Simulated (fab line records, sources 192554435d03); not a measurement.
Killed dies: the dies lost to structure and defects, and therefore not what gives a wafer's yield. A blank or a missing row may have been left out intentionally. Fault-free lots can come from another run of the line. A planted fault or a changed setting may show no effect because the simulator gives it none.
Chamber matching    flow n5_finfet    N5_BEOL_M5_ETCH_67 on rie_diel-03: 4 sister chambers
The step etches SiARC in CF4, target depth 15.6 nm, time 26 s. 4 wafers are shown with their chamber, then 10 later ones without.

## WAFERS PAIRED WITH THEIR CHAMBERS
wafer   chamber  drypump_motor_current_A (A)
L084.2  0        6.7
L086.4  3        5.9
L087.2  2        4.8
L087.4  1        6.1

## WAFERS WHOSE CHAMBER IS MISSING
wafer   drypump_motor_current_A (A)
L087.5  5.9
L090.1  6.8
L090.4  4.9
L090.5  4.9
L093.3  6.8
L093.4  4.9
L093.6  6.7
L094.1  6.1
L094.4  5.9
L094.5  4.8

## WHICH CHAMBER EACH WENT THROUGH
wafer   from the rows above  in truth
L087.5  3                    3
L090.1  0                    0
L090.4  2                    2
L090.5  2                    2
L093.3  0                    0
L093.4  2                    2
L093.6  0                    0
L094.1  1                    1
L094.4  3                    3
L094.5  2                    2
10 of 10 placed correctly. Left unplaced by these rows: 0. Wrongly placed: 0.
How it was worked out, from the rows above alone: a wafer's distance from a chamber is the root of the sum, over the readings, of the square of ((its reading less the chamber's mean) divided by the reading's scatter). The wafer belongs to the nearest chamber; if the next one is less than 2 further off, it can't be placed. Each chamber's mean is taken over the wafers shown for it. The scatter: root of mean squared gap, hidden wafer to nearest shown wafer, with one shown wafer a chamber.
